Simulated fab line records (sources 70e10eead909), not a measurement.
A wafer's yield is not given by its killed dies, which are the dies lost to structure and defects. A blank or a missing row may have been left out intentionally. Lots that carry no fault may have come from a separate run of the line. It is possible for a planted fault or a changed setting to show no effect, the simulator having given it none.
fab line records    flow nand-harc
record lots=6  wafers=18  last-day=33
route steps=1302 shown A_SGD_CUT@903 END@1302
lots that met no fault: from a run of the same line without faults
start-h: hours from the record's opening day to when the first of the lot's shown wafers began    wait-h: hours from the lot's prior step to this one    " repeats the value in the row above    L1.1+2: a row that stands for several wafers    - either no value or no given start    * or withheld: withheld    < > ~ a bound
route shown NAME@n: names a module that has steps shown in the file, with the first one's number in the route    usual: mean and standard deviation over wafers with no fault    same: alike in all rows    chamber/n: place in a boat    sites: per-site readings    _std_site: standard deviation across them    _edge_site: the outer-site mean with the inner-site mean subtracted    radius-mm: for every site, how far away it sits from the centre of the wafer    mask NAME#n: copy n    behind: the most recent tool/chamber to have shaped the wafer    hold: cause of the lot's hold/its duration in hours/its outcome    device: the n, p or np transistor that did not switch    end of line: the route-end tests of the same wafers    step lacking rows: just its recipe    killed: dies that structure and defects cost at the first sort, which is not the same as the wafer's yield    map: a wafer's dies, x killed, . not, _ none there
set.NAME: setting as actually run; set.NAME@STEP: the setting as run at that earlier step    model.NAME: the simulator's own value behind a step, which no gauge read
a table for each step, a row for each wafer; lots at some steps of the route
services: when a tool's chamber went out of use (start-h, in hours from the record's first day, below 0 if earlier), for how many hours, and the reason
## steps
# step NHARC_A_SGD_CUT_INSPECT_11
# usual raw-defect-count=57/29
lot.wafer  tool               chamber  start-h  wait-h  raw-defect-count
L414.1     defect-inspect-02  -        436.60   0.0     50
L414.4     "                  -        "        "       50
L414.6     "                  -        "        "       65
L415.1     defect-inspect-02  -        466.38   0.0     30
L415.3     "                  -        "        "       17
L415.6     "                  -        "        "       25
L434.3     defect-inspect-02  -        634.18   0.0     15
L434.4     "                  -        "        "       18
L434.5     "                  -        "        "       22
L436.1     defect-inspect-01  -        636.82   0.0     72
L436.4     "                  -        "        "       68
L436.6     "                  -        "        "       62
L435.1     defect-inspect-02  -        637.54   0.0     21
L435.2     "                  -        "        "       25
L435.4     "                  -        "        "       31
L437.1     defect-inspect-01  -        661.42   0.1     55
L437.2     "                  -        "        "       81
L437.5     "                  -        "        "       50
# step NHARC_A_SGD_CUT_DESCUM_14
# recipe time-s=3  o2-flow-sccm=200  ar-flow-sccm=0  bias-power-w=0  chemistry=O2
# usual drypump-motor-current-A=5.6/0.46  oes-product-au=1.001/0.014  rf-vpp-V=57.7/0.8  showerhead-plenum-p-Torr=1.91/0.056  throttle-valve-pct=11.311/0.0085
lot.wafer  tool         chamber  start-h  wait-h  drypump-motor-current-A  oes-product-au  rf-hours-counter-h  rf-vpp-V  showerhead-plenum-p-Torr  throttle-valve-pct
L414.1     rie-diel-03  3        436.67   0.1     5.5                      0.981           7                   57.9      1.98                      11.307
L414.4     "            0        "        "       5.6                      1.000           7                   56.8      1.90                      11.309
L414.6     "            3        "        "       5.5                      0.985           -                   59.2      1.98                      11.302
L415.3     rie-diel-13  0        466.45   0.1     5.5                      0.999           9                   58.3      1.87                      11.306
L415.1     "            1        "        "       6.5                      0.995           7                   57.1      1.89                      11.308
L415.6     "            0        "        "       5.5                      0.999           -                   58.9      1.87                      11.300
L434.3     rie-diel-10  0        634.24   0.1     4.9                      0.981           1                   55.6      1.79                      11.314
L434.4     "            2        "        "       5.0                      1.005           1                   56.6      1.88                      11.309
L434.5     "            0        "        "       4.9                      0.972           -                   57.4      1.79                      11.298
L436.4     rie-diel-10  2        636.90   0.1     5.0                      1.003           2                   58.4      1.88                      11.305
L436.1     "            0        "        "       4.9                      0.988           2                   58.3      1.79                      11.314
L436.6     "            2        "        "       5.0                      1.016           -                   57.2      1.88                      11.315
L435.2     rie-diel-13  3        637.61   0.1     5.4                      1.003           9                   59.0      1.98                      11.295
L435.1     "            0        "        "       5.5                      0.994           10                  57.1      1.87                      11.310
L435.4     "            1        "        "       6.5                      1.002           9                   58.2      1.88                      11.311
L437.2     rie-diel-10  3        661.49   0.1     5.4                      0.972           4                   57.4      1.95                      11.318
L437.1     "            0        "        "       4.9                      0.975           4                   57.4      1.79                      11.289
L437.5     "            2        "        "       5.0                      1.006           -                   58.6      1.88                      11.322
# step NHARC_A_SGD_CUT_ETCH_58
# recipe target-depth-a=390  over-etch-frac=0.3  time-s=65  ion-energy-ev=80  cf4-flow-sccm=150  ar-flow-sccm=0  rf-w=300  bias-w=100  chemistry=CF4
# step NHARC_A_SGD_CUT_ETCH_59
# recipe target-depth-a=2600  over-etch-frac=0.25  time-s=406.25  ion-energy-ev=200  n2-flow-sccm=150  h2-flow-sccm=150  ar-flow-sccm=0  rf-w=400  bias-w=150  chemistry=N2/H2
# usual drypump-motor-current-A=5.5/0.44  oes-product-au=1.001/0.013  rf-vpp-V=430.4/1.9  showerhead-plenum-p-Torr=2.03/0.061  throttle-valve-pct=14.171/0.0088
lot.wafer  tool         chamber  start-h  wait-h  drypump-motor-current-A  oes-product-au  rf-hours-counter-h  rf-vpp-V  showerhead-plenum-p-Torr  throttle-valve-pct
L414.4     rie-diel-03  1        -        -       5.3                      1.028           6                   432.3     2.06                      14.168
L414.1     "            3        "        "       5.6                      0.976           8                   430.4     2.12                      14.170
L414.6     "            0        "        "       5.6                      0.996           -                   429.8     2.02                      14.181
L415.3     rie-diel-13  3        -        -       5.3                      0.987           10                  432.3     2.12                      14.185
L415.1     "            0        "        "       5.4                      1.008           9                   429.5     1.99                      14.176
L415.6     "            2        "        "       6.2                      1.011           -                   428.7     2.00                      14.172
L434.4     rie-diel-10  1        -        -       5.2                      1.001           1                   430.0     1.96                      14.170
L434.3     "            0        "        "       4.9                      0.982           1                   427.1     1.90                      14.183
L434.5     "            2        "        "       5.0                      1.010           -                   428.8     2.00                      14.166
L436.1     rie-diel-10  3        -        -       5.4                      0.982           2                   433.5     2.08                      14.171
L436.4     "            0        "        "       4.9                      0.975           2                   426.1     1.90                      14.172
L436.6     "            2        "        "       5.0                      1.014           -                   429.5     2.00                      14.172
L435.4     rie-diel-13  0        -        -       5.5                      1.002           10                  429.0     1.99                      14.173
L435.1     "            1        "        "       6.5                      0.998           9                   428.8     2.01                      14.184
L435.2     "            2        "        "       6.3                      1.004           9                   429.4     1.99                      14.178
L437.1     rie-diel-10  1        -        -       5.3                      1.009           4                   427.1     1.96                      14.176
L437.2     "            0        "        "       4.9                      0.972           5                   425.9     1.90                      14.179
L437.5     "            2        "        "       5.0                      1.005           -                   429.5     2.00                      14.176
# step NHARC_A_SGD_CUT_ETCH_15
# recipe target-depth-a=750  time-s=64.3  ch3f-flow-sccm=50  o2-flow-sccm=30  ar-flow-sccm=200  rf-w=500  bias-w=100  chemistry=CH3F/O2
# usual drypump-motor-current-A=5.5/0.44  oes-product-au=0.962/0.017  rf-vpp-V=263.7/1.3  showerhead-plenum-p-Torr=2.45/0.07  throttle-valve-pct=20.662/0.0077
lot.wafer  tool         chamber  start-h  wait-h  drypump-motor-current-A  oes-product-au  rf-hours-counter-h  rf-vpp-V  showerhead-plenum-p-Torr  throttle-valve-pct
L414.1     rie-diel-03  1        -        -       5.3                      0.934           7                   264.8     2.48                      20.667
L414.4     "            3        "        "       5.5                      0.912           8                   265.1     2.54                      20.662
L414.6     "            2        "        "       6.0                      0.918           -                   264.9     2.51                      20.664
L415.1     rie-diel-13  3        -        -       5.4                      0.959           10                  264.6     2.55                      20.667
L415.3     "            0        "        "       5.4                      0.966           10                  264.6     2.41                      20.651
L415.6     "            2        "        "       6.3                      0.989           -                   261.8     2.41                      20.661
L434.4     rie-diel-10  0        -        -       4.9                      0.939           1                   262.8     2.30                      20.666
L434.3     "            1        "        "       5.3                      0.962           1                   262.5     2.37                      20.647
L434.5     "            3        "        "       5.4                      0.938           -                   264.2     2.51                      20.677
L436.1     rie-diel-10  1        -        -       5.3                      0.966           2                   263.1     2.37                      20.672
L436.4     "            0        "        "       4.9                      0.973           2                   261.9     2.30                      20.665
L436.6     "            1        "        "       5.3                      0.980           -                   262.3     2.37                      20.646
L435.2     rie-diel-13  3        -        -       5.3                      0.962           9                   265.5     2.54                      20.665
L435.4     "            0        "        "       5.5                      0.973           10                  262.9     2.40                      20.653
L435.1     "            2        "        "       6.3                      0.959           9                   265.0     2.41                      20.656
L437.2     rie-diel-10  2        -        -       5.0                      0.966           4                   262.8     2.41                      20.658
L437.1     "            3        "        "       5.5                      0.950           4                   265.7     2.51                      20.663
L437.5     "            2        "        "       5.0                      0.971           -                   262.7     2.41                      20.654
# step NHARC_A_SGD_CUT_ETCH_16
# recipe target-depth-a=3105  time-s=155.2  c4f8-flow-sccm=withheld  o2-flow-sccm=8  ar-flow-sccm=withheld  rf-w=600  bias-w=800  chemistry=C4F8/O2/Ar
# usual oes-product-au=0.972/0.016  rf-vpp-V=723/3.1
lot.wafer  tool         chamber  start-h  wait-h  oes-product-au  rf-hours-counter-h  rf-vpp-V
L414.1     rie-diel-03  0        -        -       0.934           8                   722
L414.4     "            2        "        "       0.945           7                   725
L414.6     "            0        "        "       0.934           -                   723
L415.3     rie-diel-13  0        -        -       0.972           10                  723
L415.1     "            1        "        "       0.981           8                   723
L415.6     "            3        "        "       0.960           -                   726
L434.4     rie-diel-10  3        -        -       0.956           1                   726
L434.3     "            0        "        "       0.941           1                   718
L434.5     "            2        "        "       0.974           -                   722
L436.1     rie-diel-10  0        -        -       0.956           2                   716
L436.4     "            2        "        "       0.987           2                   722
L436.6     "            0        "        "       0.980           -                   717
L435.2     rie-diel-13  2        -        -       0.959           9                   720
L435.4     "            0        "        "       0.976           10                  721
L435.1     "            1        "        "       0.980           10                  721
L437.2     rie-diel-10  1        -        -       0.984           5                   719
L437.1     "            3        "        "       0.964           4                   726
L437.5     "            0        "        "       0.962           -                   716
# step NHARC_A_SGD_CUT_STRIP_60
# recipe c4f8-flow-sccm=withheld  o2-flow-sccm=8  ar-flow-sccm=withheld  bias-w=0  chemistry=C4F8/O2/Ar
# step NHARC_A_SGD_CUT_STRIP_17
# recipe o2-flow-sccm=500  ar-flow-sccm=0  bias-w=0  chemistry=O2
# usual drypump-motor-current-A=5.5/0.44  oes-product-au=1.002/0.014  rf-vpp-V=57.7/0.91  showerhead-plenum-p-Torr=3.52/0.099  throttle-valve-pct=17.036/0.0095
lot.wafer  tool         chamber  start-h  wait-h  drypump-motor-current-A  oes-product-au  rf-hours-counter-h  rf-vpp-V  showerhead-plenum-p-Torr  throttle-valve-pct
L414.4     rie-diel-03  3        -        -       5.6                      0.984           8                   58.9      3.65                      17.032
L414.1     "            0        "        "       5.6                      1.000           8                   56.8      3.50                      17.043
L414.6     "            0        "        "       5.6                      0.994           -                   57.1      3.50                      17.020
L415.3     rie-diel-13  1        -        -       6.5                      1.004           8                   58.1      3.48                      17.021
L415.1     "            2        "        "       6.3                      1.021           10                  57.0      3.46                      17.035
L415.6     "            2        "        "       6.3                      1.030           -                   57.1      3.46                      17.028
L434.4     rie-diel-10  2        -        -       5.0                      1.012           1                   57.3      3.47                      17.033
L434.3     "            0        "        "       4.9                      0.990           2                   56.7      3.31                      17.040
L434.5     "            2        "        "       5.0                      1.013           -                   57.9      3.47                      17.038
L436.1     rie-diel-10  3        -        -       5.4                      0.970           2                   57.7      3.60                      17.023
L436.4     "            0        "        "       4.9                      0.980           2                   57.5      3.31                      17.036
L436.6     "            3        "        "       5.4                      0.971           -                   57.4      3.60                      17.044
L435.1     rie-diel-13  0        -        -       5.5                      1.003           10                  56.4      3.45                      17.027
L435.4     "            2        "        "       6.3                      0.995           9                   58.5      3.45                      17.041
L435.2     "            3        "        "       5.4                      1.008           9                   58.2      3.64                      17.030
L437.1     rie-diel-10  2        -        -       5.0                      0.996           4                   56.8      3.47                      17.052
L437.2     "            3        "        "       5.4                      0.981           4                   58.0      3.60                      17.031
L437.5     "            1        "        "       5.3                      1.013           -                   57.1      3.40                      17.031
# step NHARC_A_SGD_CUT_PRECLEAN_18
# recipe time-s=*  temp-c=50  bath-age-min=0  chemistry=SC1
# step NHARC_A_SGD_CUT_SRD_19
# step NHARC_A_SGD_CUT_DEP_20
# recipe target-thk-a=1500  temp-c=65  material=SiO2
# step NHARC_A_SGD_CUT_ANNEAL_27
# recipe temp-c=450  time-s=1800
# step NHARC_A_SGD_CUT_CMP_21
# recipe target-thk-nm=148.19
# usual motor-current-A=12.6/1.3  time-to-endpoint-s=52/3.7
lot.wafer  tool    chamber  start-h  wait-h  motor-current-A  time-to-endpoint-s
L414.4     cmp-03  3        446.64   0.4     10.5             49
L414.1     "       1        "        "       11.8             55
L414.6     "       3        "        "       11.2             53
L415.3     cmp-04  0        472.42   0.4     15.5             53
L415.1     "       3        "        "       13.6             47
L415.6     "       0        "        "       15.3             56
L436.1     cmp-04  1        640.93   0.4     13.9             51
L436.4     "       3        "        "       13.4             54
L436.6     "       0        "        "       15.5             58
L434.3     cmp-03  1        640.95   0.4     10.7             52
L434.4     "       2        "        "       12.4             25
L434.5     "       3        "        "       11.4             46
L435.4     cmp-03  3        641.05   0.5     10.9             24
L435.2     "       0        "        "       12.7             51
L435.1     "       2        "        "       12.2             29
L437.2     cmp-04  0        669.65   0.4     15.1             60
L437.1     "       2        "        "       12.8             51
L437.5     "       1        "        "       14.0             56
# step NHARC_A_SGD_CUT_THK_MEAS_22
# recipe thk-meas-gauge=ellipsometry
# usual thk-nm=148.2/1.5
lot.wafer  tool           chamber  start-h  wait-h  thk-nm
L414.1     film-metro-02  -        446.89   0.2     147.9
L414.4     "              -        "        "       147.3
L414.6     "              -        "        "       146.0
L415.1     film-metro-01  -        472.68   0.2     149.0
L415.3     "              -        "        "       146.7
L415.6     "              -        "        "       149.4
L434.3     film-metro-02  -        641.16   0.2     149.1
L434.4     "              -        "        "       147.0
L434.5     "              -        "        "       147.5
L436.1     film-metro-02  -        641.16   0.2     149.8
L436.4     "              -        "        "       149.3
L436.6     "              -        "        "       149.7
L435.1     film-metro-01  -        641.31   0.2     148.6
L435.2     "              -        "        "       148.9
L435.4     "              -        "        "       146.0
L437.1     film-metro-01  -        669.91   0.2     148.1
L437.2     "              -        "        "       150.4
L437.5     "              -        "        "       150.8
# step NHARC_END_SORT_01
# recipe temp-c=25
# usual killed-at-array=54/20  killed-at-other=0.7/0.94  killed-at-periphery=3.8/2.7  killed-dies=59/20  killed-open=3.5/1.9  killed-short=2.5/1.6
# same gross-dies=677
lot.wafer  tool       chamber  start-h  wait-h  killed-at-array  killed-at-other  killed-at-periphery  killed-dies  killed-open  killed-short
L414.1     prober-01  0        566.58   2.5     49               1                3                    53           6            1
L414.4     prober-01  0        568.95   3.4     56               1                5                    62           2            3
L414.6     prober-01  0        570.54   4.0     48               1                2                    51           0            2
L415.1     prober-01  0        586.94   2.5     57               3                2                    62           1            2
L415.3     prober-01  0        588.53   3.1     48               0                1                    49           2            4
L415.6     prober-01  0        590.91   4.0     58               1                2                    61           4            2
L436.1     prober-02  0        775.02   2.5     83               0                6                    89           7            3
L436.4     prober-02  0        777.44   3.4     75               0                4                    79           5            2
L436.6     prober-02  0        779.06   4.0     68               0                3                    71           6            1
# killed by level:class
L414.1 A_SLIT:chamber-film-flake=23 A_CHANNEL_HOLE_D2:chamber-film-flake=16 A_WL_FILL:chamber-film-flake=3 A_M1:geometric-particle:open=2 P_M0:geometric-particle:open=1 P_M0:geometric-particle:short=1 A_CHANNEL_FILL_D2:geometric-particle:open=1 A_SLIT:geometric-particle:open=1
L414.4 A_CHANNEL_HOLE_D2:chamber-film-flake=32 A_SLIT:chamber-film-flake=15 A_WL_FILL:chamber-film-flake=4 A_CHANNEL_FILL_D2:geometric-particle:short=2 P_M2:chamber-film-flake=2 P_CONTACT:geometric-particle:short=1 P_M0:geometric-particle:open=1 A_BLC:geometric-particle:open=1
L414.6 A_SLIT:chamber-film-flake=21 A_CHANNEL_HOLE_D2:chamber-film-flake=21 P_M2:chamber-film-flake=2 A_ONON_D1:geometric-particle:short=1 A_CHANNEL_FILL_D2:geometric-particle:short=1 A_ZERO_WELL:chamber-film-flake=1 A_CHANNEL_FILL_D2:chamber-film-flake=1 A_WL_FILL:chamber-film-flake=1
L415.1 A_SLIT:chamber-film-flake=27 A_CHANNEL_HOLE_D2:chamber-film-flake=8 A_M1:chamber-film-flake=5 A_CHANNEL_HOLE_D1:chamber-film-flake=4 A_DECK1_JOINT:chamber-film-flake=4 A_STAIRCASE:chamber-film-flake=4 A_CHANNEL_FILL_D1:chamber-film-flake=2 THIN_TSV:chamber-film-flake=2
L415.3 A_SLIT:chamber-film-flake=20 A_CHANNEL_HOLE_D2:chamber-film-flake=8 A_M1:chamber-film-flake=5 A_CHANNEL_HOLE_D1:chamber-film-flake=2 A_ONON_D1:geometric-particle:open=1 A_ONON_D2:geometric-particle:short=1 A_CHANNEL_HOLE_D2:geometric-particle:short=1 A_SGD_CUT:geometric-particle:short=1
L415.6 A_SLIT:chamber-film-flake=26 A_M1:chamber-film-flake=6 A_CHANNEL_HOLE_D2:chamber-film-flake=5 A_STAIRCASE:chamber-film-flake=5 A_WL_FILL:chamber-film-flake=3 P_M2:chamber-film-flake=2 A_CHANNEL_HOLE_D1:chamber-film-flake=2 A_DECK1_JOINT:chamber-film-flake=2
L436.1 A_SLIT:chamber-film-flake=30 A_CHANNEL_HOLE_D2:chamber-film-flake=25 A_CHANNEL_HOLE_D1:chamber-film-flake=11 A_CONTACT:chamber-film-flake=4 P_M0:geometric-particle:open=3 A_CHANNEL_FILL_D1:chamber-film-flake=3 A_CHANNEL_FILL_D2:geometric-particle:open=2 P_GATE:chamber-film-flake=2
L436.4 A_SLIT:chamber-film-flake=22 A_CHANNEL_HOLE_D1:chamber-film-flake=21 A_CHANNEL_HOLE_D2:chamber-film-flake=21 A_ONON_D1:geometric-particle:open=2 A_ZERO_WELL:chamber-film-flake=2 A_CONTACT:chamber-film-flake=2 P_M0:geometric-particle:open=1 P_M0:geometric-particle:short=1
L436.6 A_SLIT:chamber-film-flake=27 A_CHANNEL_HOLE_D2:chamber-film-flake=18 A_CHANNEL_HOLE_D1:chamber-film-flake=8 A_STAIRCASE:chamber-film-flake=3 A_CONTACT:chamber-film-flake=3 P_M1:geometric-particle:open=1 A_CHANNEL_HOLE_D1:geometric-particle:open=1 A_CHANNEL_FILL_D1:geometric-particle:short=1
## services
tool         chamber  start-h  hours  kind
rie-diel-10  -        419.50   9.0    pm
cmp-04       -        425.72   0.6    repair
rie-diel-13  1        442.41   8.4    repair
rie-diel-10  -        450.18   1.1    repair
rie-diel-03  1        455.14   3.8    repair
cmp-03       -        456.06   4.0    pm
rie-diel-03  -        458.34   9.0    pm
rie-diel-10  -        475.19   0.4    repair
rie-diel-13  1        476.28   31.4   repair
rie-diel-13  2        478.11   4.6    repair
cmp-04       -        487.46   0.9    repair
cmp-04       -        503.00   4.0    pm
rie-diel-13  -        519.23   9.0    pm
cmp-03       -        554.06   4.0    pm
cmp-04       -        568.43   4.3    repair
cmp-03       -        580.76   0.3    repair
rie-diel-10  -        596.50   9.0    pm
cmp-04       -        600.45   2.0    repair
cmp-04       -        602.49   4.0    pm
cmp-04       -        619.45   3.6    repair
cmp-03       -        621.33   0.8    repair
rie-diel-03  -        635.34   9.0    pm
cmp-03       -        652.06   4.0    pm
cmp-04       -        668.32   0.8    repair
## key
first-sign step=NHARC_A_SGD_CUT_CMP_21  reading=time-to-endpoint-s  direction=down  sigmas=6.9  usual=*  struck=*
effect none on later readings
met-at NHARC_A_SGD_CUT_CMP_21
struck-wafers L434.4,L435.1,L435.4
tester-left-out L434,L435
onset-between 446.64 640.95
fault kind=process-parameter-drift  tool=cmp-03  chamber=-  onset-h=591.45  steps=NHARC_A_SGD_CUT_CMP_21  channel=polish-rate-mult  offset=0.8  shape=step  end-h=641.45  scope=struck-wafers-only
# tester-left-out: of these lots the tester's yield and bins aren't shown, on N5 and GAA mostly nor the transistor test; their killed dies are dies lost to structure and defects alone, not to doping, threshold or leakage, so they don't give the yield
